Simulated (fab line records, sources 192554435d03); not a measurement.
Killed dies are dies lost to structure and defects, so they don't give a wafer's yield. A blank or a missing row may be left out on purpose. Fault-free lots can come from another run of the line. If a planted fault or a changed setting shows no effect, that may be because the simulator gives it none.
fab line records + flow n5_finfet
[record]
- lots = 6
- wafers = 16
- last_day = 16
route steps=1938 shown BEOL_M15@1796 PASSIVATION@1936
lots untouched by any fault: they come from a run of this same line in which no faults occurred
start_h: hours from the record's opening day to when the first of the lot's shown wafers began + wait_h: hours from the lot's prior step to this one + " the same as in the row above + L1.1+2: several wafers, shown together as one row + - no value, or no start was given + * or withheld: withheld + < > ~ a bound
route shown NAME@n: NAME is a module with steps in the file, n the number in the route of the first one + usual: average and standard deviation across the fault-free wafers + same: alike in all rows + chamber/n: place in a boat + sites: per-site readings + _std_site: standard deviation across them + _edge_site: the outer-site mean with the inner-site mean subtracted + radius_mm: how far each site lies from the wafer's centre + mask NAME#n: copy n + behind: the last tool/chamber to shape the wafer + hold: what put the lot on hold/how long, in hours/how the hold closed + device: the transistor (n, p or np) that didn't switch + end of line: at the end of the route, the tests of the same wafers + step lacking rows: just its recipe + killed: not the wafer's yield, but the dies lost to structure and defects at the first sort + map: a wafer's dies, marking killed ones x, the rest . and places with no die _
set.NAME: the run value of the setting; set.NAME@STEP: its run value at that earlier step + model.NAME: the simulator's own value behind a step, which no gauge read
lots at some steps of the route; a table a step, a row a wafer
services: a tool's chamber out of use, with start hour (start_h, from the record's first day; less than 0 if before it), hours out, and reason
[[steps]]
[step N5_BEOL_M15_COAT_60]
[recipe]
- resist = BARC
- temp_c = 205
- time_s = 60
- spin_rpm = 1500
- resist_thk_nm = 89
[step N5_BEOL_M15_COAT_22]
[recipe]
- spin_rpm = 1704
- resist_thk_nm = 800
[step N5_BEOL_M15_EBR_24]
[recipe]
- solvent = PGMEA
- ebr_width_mm = 1.5
[step N5_BEOL_M15_SOFTBAKE_23]
[recipe]
- temp_c = 130
- time_s = 60
[step N5_BEOL_M15_EXPOSE_25]
[recipe]
- mask_id = M15
- na = 0.8
- source_shape = annular
- sigma_inner = 0.5
- sigma_outer = 0.8
- polarization = unpolarized
- target_cd_nm = 400
- dose_mj = 35.5
[step N5_BEOL_M15_PEB_26]
[recipe]
- peb_temp_c = 130
- peb_time_s = 90
[step N5_BEOL_M15_DEVELOP_27]
[recipe]
- develop_time_s = 45
- rinse_liquid = diw
- dry = air_spin
- dev_temp_c = 21
[step N5_BEOL_M15_HARDBAKE_32]
[recipe]
- temp_c = 130
- time_s = 120
[step N5_BEOL_M15_CD_MEAS_28]
[recipe]
- target_cd_nm = 407.6
- landing_energy_ev = 500
- detector = se_inlens
[usual]
- cd_nm = 407.8/2.3
| lot.wafer | tool      | chamber | start_h | wait_h | cd_nm |
|-----------|-----------|---------|---------|--------|-------|
| L296.4    | cd_sem-02 | 0       | 279.52  | -      | 407.7 |
| L296.5    | "         | 0       | "       | "      | 409.3 |
| L300.2    | cd_sem-02 | 0       | 295.71  | -      | 405.9 |
| L300.6    | "         | 0       | "       | "      | 407.6 |
| L303.1    | cd_sem-03 | 0       | 307.14  | -      | 410.3 |
| L303.4    | "         | 0       | "       | "      | 409.0 |
| L303.5    | "         | 0       | "       | "      | 411.5 |
| L305.2    | cd_sem-01 | 0       | 338.70  | -      | 407.7 |
| L305.3    | "         | 0       | "       | "      | 406.6 |
| L305.4    | "         | 0       | "       | "      | 407.5 |
| L312.1    | cd_sem-01 | 0       | 367.75  | -      | 408.6 |
| L312.3    | "         | 0       | "       | "      | 407.7 |
| L312.4    | "         | 0       | "       | "      | 408.6 |
| L313.1    | cd_sem-03 | 0       | 377.49  | -      | 408.4 |
| L313.2    | "         | 0       | "       | "      | 407.1 |
| L313.3    | "         | 0       | "       | "      | 406.1 |
[step N5_BEOL_M15_OVL_MEAS_29]
[recipe]
- points_per_wafer = 44
[usual]
- M15_OVL = 1/5.2
| lot.wafer | tool       | chamber | start_h | wait_h | M15_OVL[nm] |
|-----------|------------|---------|---------|--------|-------------|
| L296.4    | overlay-01 | 0       | 279.55  | 0.0    | 1           |
| L296.5    | "          | 0       | "       | "      | 3           |
| L300.2    | overlay-02 | 0       | 295.73  | 0.0    | -3          |
| L300.6    | "          | 0       | "       | "      | -1          |
| L303.1    | overlay-01 | 0       | 307.18  | 0.0    | 7           |
| L303.4    | "          | 0       | "       | "      | 0           |
| L303.5    | "          | 0       | "       | "      | 15          |
| L305.2    | overlay-02 | 0       | 338.73  | 0.0    | -1          |
| L305.3    | "          | 0       | "       | "      | -3          |
| L305.4    | "          | 0       | "       | "      | 0           |
| L312.1    | overlay-01 | 0       | 367.80  | 0.1    | 2           |
| L312.3    | "          | 0       | "       | "      | 5           |
| L312.4    | "          | 0       | "       | "      | 0           |
| L313.1    | overlay-01 | 0       | 377.52  | 0.0    | 8           |
| L313.2    | "          | 0       | "       | "      | -4          |
| L313.3    | "          | 0       | "       | "      | 9           |
[step N5_BEOL_M15_INSPECT_30]
[recipe]
- mode = adi
- inspect_instrument = macro
[usual]
- raw_defect_count = 2.1/1.5
| lot.wafer | tool              | chamber | start_h | wait_h | raw_defect_count |
|-----------|-------------------|---------|---------|--------|------------------|
| L296.4    | defect_inspect-01 | -       | 279.58  | 0.0    | 3                |
| L296.5    | "                 | -       | "       | "      | 2                |
| L300.2    | defect_inspect-02 | -       | 295.76  | 0.0    | 1                |
| L300.6    | "                 | -       | "       | "      | 0                |
| L303.1    | defect_inspect-01 | -       | 307.20  | 0.0    | 4                |
| L303.4    | "                 | -       | "       | "      | 3                |
| L303.5    | "                 | -       | "       | "      | 1                |
| L305.2    | defect_inspect-01 | -       | 338.75  | 0.0    | 3                |
| L305.3    | "                 | -       | "       | "      | 3                |
| L305.4    | "                 | -       | "       | "      | 1                |
| L312.1    | defect_inspect-02 | -       | 367.83  | 0.0    | 2                |
| L312.3    | "                 | -       | "       | "      | 0                |
| L312.4    | "                 | -       | "       | "      | 2                |
| L313.1    | defect_inspect-01 | -       | 377.55  | 0.0    | 2                |
| L313.2    | "                 | -       | "       | "      | 1                |
| L313.3    | "                 | -       | "       | "      | 3                |
[step N5_BEOL_M15_DESCUM_33]
[recipe]
- chemistry = O2
- time_s = 7.9
- source_power_w = 50
- bias_power_w = 20
- pressure_mtorr = 20
- rf_frequency_hz = 2.712e+07
- temp_c = 40
- o2_flow_sccm = 225
[usual]
- drypump_motor_current_A = 5.5/0.56
- oes_product_au = 0.82/0.093
- rf_fwd_power_W = 49.35/0.29
- rf_vpp_V = 243.3/1.7
- showerhead_plenum_p_Torr = 2.10/0.09
- temp_c = 40.02/0.11
- throttle_valve_pct = 20.44/0.2
[same]
- time_s = 7.9
| lot.wafer | tool        | chamber | start_h | wait_h | drypump_motor_current_A | oes_product_au | rf_fwd_power_W | rf_hours_counter_h | rf_vpp_V | showerhead_plenum_p_Torr | temp_c | throttle_valve_pct |
|-----------|-------------|---------|---------|--------|-------------------------|----------------|----------------|--------------------|----------|--------------------------|--------|--------------------|
| L296.4    | rie_diel-03 | 1       | 279.61  | 0.0    | 5.0                     | 0.83           | 49.60          | 68                 | 245.7    | 2.21                     | 39.86  | 20.18              |
| L296.5    | "           | 3       | "       | "      | 6.5                     | 1.01           | 49.57          | -                  | 245.3    | 2.24                     | 39.95  | 20.19              |
| L300.2    | rie_diel-03 | 3       | 295.84  | 0.1    | 6.5                     | 0.97           | 49.58          | 7                  | 244.8    | 2.24                     | 39.96  | 20.20              |
| L300.6    | "           | 3       | "       | "      | 6.5                     | 0.97           | 49.65          | -                  | 244.6    | 2.24                     | 40.12  | 20.19              |
| L303.1    | rie_diel-03 | 2       | 307.23  | 0.0    | 5.3                     | 0.82           | 49.03          | 93                 | 240.9    | 2.03                     | 40.03  | 20.62              |
| L303.4    | "           | 0       | "       | "      | 5.9                     | 0.67           | 49.60          | 227                | 243.3    | 2.17                     | 40.14  | 20.44              |
| L303.5    | "           | 3       | "       | "      | 6.5                     | 0.96           | 49.78          | -                  | 244.7    | 2.24                     | 39.79  | 20.20              |
| L305.2    | rie_diel-03 | 3       | 338.79  | 0.0    | 6.5                     | 0.94           | 49.60          | 21                 | 243.8    | 2.23                     | 40.08  | 20.23              |
| L305.3    | "           | 1       | "       | "      | 5.0                     | 0.81           | 49.42          | 87                 | 244.8    | 2.20                     | 40.01  | 20.23              |
| L305.4    | "           | 2       | "       | "      | 5.3                     | 0.80           | 49.01          | 102                | 242.3    | 2.03                     | 40.03  | 20.64              |
| L312.1    | rie_diel-06 | 2       | 367.91  | 0.1    | 4.8                     | 0.89           | 49.47          | 29                 | 242.5    | 2.05                     | 39.97  | 20.36              |
| L312.3    | "           | 0       | "       | "      | 6.2                     | 0.92           | 49.15          | 21                 | 243.3    | 2.21                     | 39.84  | 20.47              |
| L312.4    | "           | 3       | "       | "      | 4.8                     | 0.77           | 48.92          | 147                | 243.9    | 2.09                     | 39.91  | 20.53              |
| L313.1    | rie_diel-06 | 3       | 377.58  | 0.0    | 4.7                     | 0.77           | 48.86          | 150                | 243.1    | 2.09                     | 40.01  | 20.51              |
| L313.2    | "           | 0       | "       | "      | 6.2                     | 0.92           | 49.46          | 23                 | 244.6    | 2.21                     | 40.20  | 20.48              |
| L313.3    | "           | 2       | "       | "      | 4.7                     | 0.89           | 49.37          | 32                 | 242.5    | 2.05                     | 40.02  | 20.38              |
[step N5_BEOL_M15_ETCH_61]
[recipe]
- chemistry = N2/H2
- target = BARC
- target_depth_a = 890
- overetch_a = 267
- time_s = 67.9
- ion_energy_ev = 200
- pressure_mtorr = 30
- source_w = 840
- bias_w = 150
- n2_flow_sccm = 200
- h2_flow_sccm = 200
[usual]
- bias_w = 150.1/0.44
- drypump_motor_current_A = 5.5/0.56
- n2_flow_sccm = 200.1/0.59
- oes_product_au = 0.70/0.075
- rf_fwd_power_W = 833/3.7
- rf_vpp_V = 524/3.2
- run_length_s = 91.3/0.51
- showerhead_plenum_p_Torr = 2.55/0.11
- throttle_valve_pct = 17.84/0.26
| lot.wafer | tool        | chamber | start_h | wait_h | bias_w | drypump_motor_current_A | n2_flow_sccm | oes_product_au | rf_fwd_power_W | rf_hours_counter_h | rf_vpp_V | run_length_s | showerhead_plenum_p_Torr | throttle_valve_pct | model.coat_of_BEOL_M15_COAT_22.thk_nm |
|-----------|-------------|---------|---------|--------|--------|-------------------------|--------------|----------------|----------------|--------------------|----------|--------------|--------------------------|--------------------|---------------------------------------|
| L296.4    | rie_diel-03 | 1       | 279.64  | 0.0    | 150.4  | 5.0                     | 200.0        | 0.71           | 834            | 68                 | 529      | 91.4         | 2.70                     | 17.73              | 719.4                                 |
| L296.5    | "           | 3       | "       | "      | 150.2  | 6.5                     | 199.6        | 0.84           | 832            | -                  | 527      | 91.0         | 2.71                     | 17.42              | 715.4                                 |
| L300.2    | rie_diel-03 | 3       | 295.87  | 0.0    | 150.3  | 6.5                     | 199.6        | 0.83           | 839            | 7                  | 530      | 91.0         | 2.71                     | 17.42              | 715.2                                 |
| L300.6    | "           | 3       | "       | "      | 150.0  | 6.5                     | 199.7        | 0.82           | 840            | -                  | 529      | 91.3         | 2.71                     | 17.45              | 718                                   |
| L303.1    | rie_diel-03 | 2       | 307.27  | 0.0    | 149.5  | 5.3                     | 201.8        | 0.68           | 830            | 93                 | 521      | 91.5         | 2.46                     | 17.92              | 720.6                                 |
| L303.4    | "           | 0       | "       | "      | 149.9  | 5.9                     | 200.7        | 0.59           | 838            | 227                | 527      | 90.4         | 2.62                     | 17.82              | 716.4                                 |
| L303.5    | "           | 3       | "       | "      | 150.8  | 6.5                     | 199.8        | 0.76           | 834            | -                  | 529      | 99.3         | 2.71                     | 17.42              | 710.8                                 |
| L305.2    | rie_diel-03 | 3       | 338.82  | 0.0    | 149.1  | 6.5                     | 199.6        | 0.74           | 830            | 22                 | 528      | 99.7         | 2.70                     | 17.46              | 709.2                                 |
| L305.3    | "           | 1       | "       | "      | 149.9  | 5.0                     | 200.4        | 0.69           | 829            | 87                 | 528      | 91.8         | 2.69                     | 17.73              | 718                                   |
| L305.4    | "           | 2       | "       | "      | 150.4  | 5.3                     | 200.2        | 0.68           | 828            | 102                | 521      | 91.4         | 2.45                     | 17.93              | 719.2                                 |
| L312.1    | rie_diel-06 | 2       | 367.95  | 0.0    | 150.3  | 4.7                     | 200.0        | 0.77           | 836            | 29                 | 521      | 92.1         | 2.49                     | 17.83              | 720                                   |
| L312.3    | "           | 0       | "       | "      | 149.6  | 6.2                     | 200.0        | 0.78           | 834            | 21                 | 527      | 91.2         | 2.72                     | 18.08              | 717.8                                 |
| L312.4    | "           | 3       | "       | "      | 150.3  | 4.8                     | 199.9        | 0.66           | 828            | 147                | 524      | 91.4         | 2.53                     | 17.90              | 720.6                                 |
| L313.1    | rie_diel-06 | 3       | 377.62  | 0.0    | 150.2  | 4.8                     | 200.6        | 0.67           | 828            | 151                | 524      | 91.4         | 2.53                     | 17.91              | 718.8                                 |
| L313.2    | "           | 0       | "       | "      | 149.7  | 6.2                     | 200.2        | 0.77           | 837            | 23                 | 527      | 91.3         | 2.72                     | 18.09              | 715.8                                 |
| L313.3    | "           | 2       | "       | "      | 151.0  | 4.7                     | 201.0        | 0.76           | 832            | 32                 | 522      | 92.3         | 2.49                     | 17.83              | 721.8                                 |
[step N5_BEOL_M15_TRENCH_ETCH_34]
[recipe]
- chemistry = C4F8/O2/Ar
- target = SiO2
- target_depth_a = 8729.3
- he_inner_torr = 15
- he_outer_torr = 30
- time_s = 199
- ion_energy_ev = 800
- pressure_mtorr = 20
- source_w = 1905
- bias_w = 2040
- Ar_flow_sccm = 400
- C4F8_flow_sccm = 16
- O2_flow_sccm = 12
[usual]
- bias_w = 2040/5.4
- drypump_motor_current_A = 5.5/0.56
- oes_ar_750_au = 0.81/0.081
- oes_product_au = 0.81/0.088
- rf_fwd_power_W = 1900/6.5
- rf_vpp_V = 2189/36
- showerhead_plenum_p_Torr = 3.45/0.14
- throttle_valve_pct = 30.89/0.24
[same]
- time_s = 199
| lot.wafer | tool        | chamber | start_h | wait_h | bias_w | drypump_motor_current_A | oes_ar_750_au | oes_product_au | rf_fwd_power_W | rf_hours_counter_h | rf_vpp_V | showerhead_plenum_p_Torr | throttle_valve_pct |
|-----------|-------------|---------|---------|--------|--------|-------------------------|---------------|----------------|----------------|--------------------|----------|--------------------------|--------------------|
| L296.4    | rie_diel-03 | 1       | 279.69  | 0.0    | 2046   | 5.0                     | 0.82          | 0.83           | 1902           | 68                 | 2168     | 3.62                     | 30.72              |
| L296.5    | "           | 3       | "       | "      | 2034   | 6.5                     | 0.97          | 0.98           | 1902           | -                  | 2171     | 3.62                     | 30.44              |
| L300.2    | rie_diel-03 | 3       | 295.93  | 0.0    | 2036   | 6.4                     | 0.95          | 0.96           | 1905           | 7                  | 2173     | 3.61                     | 30.44              |
| L300.6    | "           | 3       | "       | "      | 2041   | 6.4                     | 0.94          | 0.96           | 1902           | -                  | 2170     | 3.61                     | 30.45              |
| L303.1    | rie_diel-03 | 2       | 307.32  | 0.0    | 2039   | 5.3                     | 0.78          | 0.80           | 1902           | 93                 | 2211     | 3.33                     | 30.95              |
| L303.4    | "           | 0       | "       | "      | 2045   | 5.9                     | 0.68          | 0.68           | 1908           | 227                | 2171     | 3.54                     | 30.68              |
| L303.5    | "           | 3       | "       | "      | 2043   | 6.5                     | 0.93          | 0.95           | 1900           | -                  | 2171     | 3.61                     | 30.44              |
| L305.2    | rie_diel-03 | 3       | 338.87  | 0.0    | 2038   | 6.5                     | 0.91          | 0.92           | 1903           | 22                 | 2169     | 3.60                     | 30.45              |
| L305.3    | "           | 1       | "       | "      | 2039   | 5.0                     | 0.79          | 0.80           | 1897           | 87                 | 2169     | 3.61                     | 30.74              |
| L305.4    | "           | 2       | "       | "      | 2029   | 5.3                     | 0.78          | 0.78           | 1890           | 102                | 2211     | 3.33                     | 30.95              |
| L312.1    | rie_diel-06 | 2       | 368.00  | 0.0    | 2038   | 4.8                     | 0.89          | 0.89           | 1891           | 29                 | 2166     | 3.39                     | 31.02              |
| L312.3    | "           | 0       | "       | "      | 2037   | 6.3                     | 0.90          | 0.92           | 1899           | 21                 | 2284     | 3.63                     | 31.06              |
| L312.4    | "           | 3       | "       | "      | 2038   | 4.8                     | 0.77          | 0.77           | 1900           | 148                | 2186     | 3.39                     | 30.63              |
| L313.1    | rie_diel-06 | 3       | 377.67  | 0.0    | 2041   | 4.7                     | 0.77          | 0.78           | 1892           | 151                | 2186     | 3.39                     | 30.62              |
| L313.2    | "           | 0       | "       | "      | 2046   | 6.3                     | 0.91          | 0.91           | 1899           | 23                 | 2284     | 3.63                     | 31.05              |
| L313.3    | "           | 2       | "       | "      | 2030   | 4.7                     | 0.88          | 0.89           | 1907           | 32                 | 2168     | 3.39                     | 31.01              |
[step N5_PASSIVATION_PROBE_49]
[usual]
- defect_limited_yield = 91.2/1.4
- killed_at_M0_to_M3 = 32/9.3
- killed_at_M4_up = 14/4.9
- killed_at_contacts = 15/7.5
- killed_at_front_end = 40/11
- killed_at_other = 4/3.3
- killed_dies = 104/17
- killed_open = 68/14
- killed_short = 33/7.9
- sort_bin_5_function = 5.2/0.99
- sort_bin_6_memory = 3.2/0.65
- sort_bin_8_speed = 0.03/0.19
- sort_n_pass = 1076/17
- sort_yield_pct = 91.1/1.5
[same]
- gross_dies = 1180
- killed_at_back_side = 0
- sort_bin_4_leakage[%] = 0
| lot.wafer | tool      | chamber | start_h | wait_h | defect_limited_yield[%] | killed_at_M0_to_M3 | killed_at_M4_up | killed_at_contacts | killed_at_front_end | killed_at_other | killed_dies | killed_open | killed_short | sort_bin_5_function[%] | sort_bin_6_memory[%] | sort_bin_8_speed[%] | sort_n_pass | sort_yield_pct[%] |
|-----------|-----------|---------|---------|--------|-------------------------|--------------------|-----------------|--------------------|---------------------|-----------------|-------------|-------------|--------------|------------------------|----------------------|---------------------|-------------|-------------------|
| L296.4    | prober-01 | -       | 297.60  | 0.2    | 87.5                    | 52                 | 11              | 34                 | 48                  | 3               | 148         | 98          | 49           | 8.4                    | 3.8                  | 0                   | 1032        | 87.5              |
| L296.5    | prober-01 | -       | 297.65  | 0.2    | 88.7                    | 36                 | 14              | 27                 | 56                  | 0               | 133         | 95          | 31           | 6.3                    | 4.2                  | 0                   | 1047        | 88.7              |
| L300.2    | prober-02 | -       | 312.20  | 0.1    | 89.7                    | 41                 | 19              | 12                 | 39                  | 11              | 122         | 67          | 52           | 6.7                    | 3.2                  | 0                   | 1058        | 89.7              |
| L300.6    | prober-02 | -       | 312.40  | 0.3    | 87.5                    | 50                 | 14              | 14                 | 60                  | 10              | 148         | 100         | 47           | 8.0                    | 4.3                  | 0                   | 1032        | 87.5              |
| L303.1    | prober-01 | -       | 324.06  | 0.0    | 90.7                    | 32                 | 23              | 7                  | 45                  | 3               | 110         | 73          | 28           | 5.7                    | 3.0                  | 0.08                | 1070        | 90.7              |
| L303.4    | prober-01 | -       | 324.21  | 0.2    | 90.3                    | 22                 | 23              | 14                 | 53                  | 2               | 114         | 73          | 40           | 6.3                    | 3.0                  | 0                   | 1066        | 90.3              |
| L303.5    | prober-01 | -       | 324.26  | 0.2    | 90.0                    | 36                 | 9               | 12                 | 61                  | 0               | 118         | 78          | 39           | 6.2                    | 3.3                  | 0                   | 1062        | 90.0              |
| L305.2    | prober-01 | -       | 356.37  | 0.1    | 89.0                    | 52                 | 13              | 15                 | 48                  | 2               | 130         | 97          | 32           | 6.8                    | 3.7                  | 0                   | 1050        | 89.0              |
| L305.3    | prober-01 | -       | 356.42  | 0.1    | 92.0                    | 28                 | 12              | 6                  | 46                  | 2               | 94          | 57          | 36           | 5.0                    | 2.6                  | 0                   | 1086        | 92.0              |
| L305.4    | prober-01 | -       | 356.47  | 0.2    | 93.1                    | 24                 | 16              | 10                 | 31                  | 1               | 82          | 49          | 23           | 3.7                    | 2.3                  | 0                   | 1098        | 93.1              |
// killed by level:class
L296.4 MOL_CONTACT_COAG:geometric_particle:open=28 STI_FIN_REVEAL:geometric_particle:open=10 BEOL_M0_SAQP:geometric_particle:short=10 BEOL_M0_SAQP:geometric_particle:open=9 BEOL_M3:geometric_particle:open=9 FIN_SAQP:geometric_particle:open=7 BEOL_M2:geometric_particle:open=7 MOL_CONTACT_COAG:geometric_particle:short=6
L296.5 MOL_CONTACT_COAG:geometric_particle:open=23 FIN_SAQP:geometric_particle:open=16 STI_FIN_REVEAL:geometric_particle:open=16 BEOL_M2:geometric_particle:open=10 BEOL_M0_SAQP:geometric_particle:open=9 BEOL_M0_SAQP:geometric_particle:short=9 STI_FIN_REVEAL:geometric_particle:short=5 BEOL_M4:geometric_particle:open=5
L300.2 BEOL_M2:geometric_particle:open=12 GATE_CUT:geometric_particle:short=11 MOL_CONTACT_COAG:geometric_particle:open=11 BEOL_M0_SAQP:geometric_particle:open=9 BEOL_M3:geometric_particle:short=9 FIN_SAQP:geometric_particle:short=8 BEOL_M0_SAQP:geometric_particle:short=6 FIN_SAQP:geometric_particle:open=5
L300.6 BEOL_M0_SAQP:geometric_particle:open=16 MOL_CONTACT_COAG:geometric_particle:open=13 BEOL_M0_SAQP:geometric_particle:short=12 FIN_SAQP:geometric_particle:open=10 FIN_SAQP:geometric_particle:short=10 BEOL_M1:geometric_particle:open=9 BEOL_M4:geometric_particle:open=9 DUMMY_GATE:geometric_particle:open=8
L303.1 BEOL_M4:geometric_particle:open=14 STI_FIN_REVEAL:geometric_particle:open=9 BEOL_M3:geometric_particle:open=8 FIN_SAQP:geometric_particle:short=7 MOL_CONTACT_COAG:geometric_particle:open=7 FIN_SAQP:geometric_particle:open=6 BEOL_M0_SAQP:geometric_particle:short=6 GATE_CUT:geometric_particle:short=5
L303.4 FIN_SAQP:geometric_particle:short=18 FIN_SAQP:geometric_particle:open=12 MOL_CONTACT_COAG:geometric_particle:open=12 BEOL_M4:geometric_particle:open=11 BEOL_M3:geometric_particle:open=8 BEOL_M4:geometric_particle:short=5 BEOL_M2:geometric_particle:open=4 STI_FIN_REVEAL:geometric_particle:short=3
L303.5 FIN_SAQP:geometric_particle:open=12 MOL_CONTACT_COAG:geometric_particle:open=9 BEOL_M0_SAQP:geometric_particle:open=9 FIN_SAQP:geometric_particle:short=7 BEOL_M0:geometric_particle:open=7 SPACER0:geometric_particle:open=6 STI_FIN_REVEAL:geometric_particle:open=6 SPACER0:geometric_particle:short=6
L305.2 BEOL_M1:geometric_particle:open=15 STI_FIN_REVEAL:geometric_particle:open=13 MOL_CONTACT_COAG:geometric_particle:open=12 BEOL_M0_SAQP:geometric_particle:short=11 BEOL_M4:geometric_particle:open=10 BEOL_M0_SAQP:geometric_particle:open=8 BEOL_M3:geometric_particle:open=6 DUMMY_GATE:geometric_particle:open=6
L305.3 STI_FIN_REVEAL:geometric_particle:open=17 BEOL_M1:geometric_particle:open=7 BEOL_M0_SAQP:geometric_particle:short=6 FIN_SAQP:geometric_particle:open=5 STI_FIN_REVEAL:geometric_particle:short=5 MOL_CONTACT_COAG:geometric_particle:open=5 BEOL_M0_SAQP:geometric_particle:open=5 ILD0:geometric_particle:short=4
L305.4 HKMG_FIN:area_etch=10 MOL_CONTACT_COAG:geometric_particle:open=8 DUMMY_GATE:geometric_particle:open=7 BEOL_M4:geometric_particle:open=6 BEOL_M1:geometric_particle:open=6 BEOL_M3:geometric_particle:open=6 BEOL_M0_SAQP:geometric_particle:open=5 FIN_SAQP:geometric_particle:short=4
[[services]]
| tool        | chamber | start_h | hours | kind                          |
|-------------|---------|---------|-------|-------------------------------|
| rie_diel-03 | 3       | 257.80  | -     | clean                         |
| rie_diel-03 | 3       | 257.80  | -     | consumable_replace:focus_ring |
| rie_diel-03 | 3       | 257.80  | -     | consumable_replace:showerhead |
| rie_diel-03 | 3       | 257.80  | 16.7  | scheduled_down                |
| rie_diel-03 | 3       | 257.80  | 16.7  | vent_cycle                    |
| rie_diel-06 | 2       | 262.16  | -     | clean                         |
| rie_diel-06 | 2       | 262.16  | -     | consumable_replace:focus_ring |
| rie_diel-06 | 2       | 262.16  | 25.1  | scheduled_down                |
| rie_diel-06 | 2       | 262.16  | 25.1  | vent_cycle                    |
| rie_diel-03 | 0       | 274.83  | 3.8   | repair                        |
| rie_diel-06 | 3       | 276.39  | 6.5   | repair                        |
| rie_diel-06 | 0       | 287.31  | -     | clean                         |
| rie_diel-06 | 0       | 287.31  | -     | consumable_replace:focus_ring |
| rie_diel-06 | 0       | 287.31  | -     | consumable_replace:showerhead |
| rie_diel-06 | 0       | 287.31  | 19.2  | scheduled_down                |
| rie_diel-06 | 0       | 287.31  | 19.2  | vent_cycle                    |
| rie_diel-06 | 3       | 289.56  | 18.8  | repair                        |
| rie_diel-06 | 1       | 313.27  | 20.2  | repair                        |
| rie_diel-03 | 2       | 336.02  | 2.5   | repair                        |
| rie_diel-03 | 1       | 354.76  | 13.3  | repair                        |
| rie_diel-03 | 0       | 362.06  | 14.1  | repair                        |
[[key]]
[first_sign]
- step = N5_BEOL_M15_ETCH_61
- reading = run_length_s
- direction = up
- sigmas = 16
- usual = *
- struck = *
effect none on later readings
[model_effect]
- step = N5_BEOL_M15_ETCH_61
- value = coat_of_BEOL_M15_COAT_22.thk_nm
- without = 717.6
- struck = 710
met_at N5_BEOL_M15_ETCH_61
struck_wafers L303.5,L305.2
[baseline_loss]
- step = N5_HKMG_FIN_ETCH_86
- wafers = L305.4
onset_between 295.87 307.27
[fault]
- kind = process_parameter_drift
- tool = rie_diel-03
- chamber = 3
- onset_h = 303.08
- steps = N5_BEOL_M15_ETCH_61
- channel = time_s
- offset = *
- shape = step
- end_h = 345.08
- acts_in = *
- stated = *
// baseline_loss: these wafers lose ten dies or more at that step, a loss of the line's own and not of a fault; the sort's usual values leave them out
